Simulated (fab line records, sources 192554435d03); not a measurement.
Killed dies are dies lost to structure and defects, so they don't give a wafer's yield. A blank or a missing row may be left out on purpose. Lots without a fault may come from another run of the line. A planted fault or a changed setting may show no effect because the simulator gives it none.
One fault seen from 2 desks | flow n5_finfet | each desk has only its own numbers; what lay behind them comes last

THE METROLOGY DESK
What the gauges read, lot by lot, whatever tool the lot ran on: means of the sampled wafers that have a number. A lot is out of limits, marked OUT, if its mean lies more than 4 standard deviations from the usual mean; the brackets give that distance. Of its 10 readings 7 are shown: those that lie furthest out on some lot.
Columns: A = DIBL_N at N5_BEOL_M4_RC_MEAS_101, usual 36.7 mV/V; B = DIBL_P at N5_BEOL_M4_RC_MEAS_101, usual 36.9 mV/V; C = IOFF_N at N5_BEOL_M4_RC_MEAS_101, usual 0.17 nA/um; D = IOFF_P at N5_BEOL_M4_RC_MEAS_101, usual 0.22 nA/um; E = SS_P at N5_BEOL_M4_RC_MEAS_101, usual 73.5 mV/dec; F = VT_N at N5_BEOL_M4_RC_MEAS_101, usual 250 mV; G = VT_P at N5_BEOL_M4_RC_MEAS_101, usual -250 mV
lot  | first seen here | A    | B    | C    | D    | E    | F   | G
L232 | day 8 08:59     | 38.0 | 40.0 | 0.21 | 0.25 | 74.0 | 249 | -250
L236 | day 9 05:26     | 36.1 | 36.2 | 0.16 | 0.19 | 72.9 | 249 | -253
L235 | day 9 11:41     | 40.1 | 40.6 | 0.24 | 0.30 | 74.8 | 244 | -244
L240 | day 11 02:17    | 36.3 | 35.5 | 0.17 | 0.23 | 73.2 | 249 | -246
L247 | day 11 23:57    | 35.1 | 34.8 | 0.13 | 0.19 | 72.6 | 253 | -250
L249 | day 12 08:43    | 36.5 | 35.7 | 0.15 | 0.19 | 73.5 | 250 | -250
L255 | day 13 21:44    | 37.3 | 38.0 | 0.15 | 0.21 | 73.4 | 253 | -252
L253 | day 14 22:46    | 38.4 | 38.7 | 0.17 | 0.23 | 73.6 | 250 | -252
This desk's finding: nothing out of limits on any of the 8 lots.

THE TOOL OWNER'S DESK: rie_diel-02
The tool's own readings at N5_BEOL_M3_ETCH_77 (etches underlayer in N2/H2, target depth 6.5 nm, time 5.2 s): means of the sampled wafers that have a number, for each lot that ran on this tool. A lot is out of limits, marked OUT, if its mean lies more than 4 standard deviations from the usual mean; the brackets give that distance.
Columns: A = drypump_motor_current_A at N5_BEOL_M3_ETCH_77, usual 5.6 A; B = etch_rf_on_time_s at N5_BEOL_M3_ETCH_77, usual 5.26 s; C = h2_flow_sccm at N5_BEOL_M3_ETCH_77, usual 200.0 sccm; D = oes_product_au at N5_BEOL_M3_ETCH_77, usual 0.66 a.u.; E = rf_vpp_V at N5_BEOL_M3_ETCH_77, usual 524.4 V; F = showerhead_plenum_p_Torr at N5_BEOL_M3_ETCH_77, usual 2.56 Torr; G = throttle_valve_pct at N5_BEOL_M3_ETCH_77, usual 17.9 %
lot  | first seen here | A   | B    | C               | D    | E     | F    | G
L232 | day 7 12:25     | 5.8 | 5.26 | 199.7           | 0.65 | 524.7 | 2.54 | 17.8
L236 | day 8 10:41     | 5.4 | 5.28 | 199.8           | 0.64 | 523.8 | 2.54 | 17.9
L240 | day 10 06:11    | 5.7 | 5.19 | 207.5 (+13) OUT | 0.62 | 524.5 | 2.57 | 18.1
This desk's finding: out of limits on L240; first on L240, day 10 06:11 (h2_flow_sccm at N5_BEOL_M3_ETCH_77). In limits: L232, L236.

PUT TOGETHER
The tool owner's desk could have raised an alarm at day 10 06:11, on L240.
The metrology desk saw nothing out of limits.
The metrology desk has L240 on record, within its limits.
Of the lots named, all ran N5_BEOL_M3_ETCH_77 on rie_diel-02.

WHAT THE SIMULATOR HAD PUT IN
Process parameter drift: rie_diel-02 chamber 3, from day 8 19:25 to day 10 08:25, at N5_BEOL_M3_ETCH_77. Setting h2_flow_sccm, moved by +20, from 200. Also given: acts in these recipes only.
Lots struck among those shown: L240.
Hours from the fault's start to each desk's first reading out of limits: the tool owner's desk, 35.
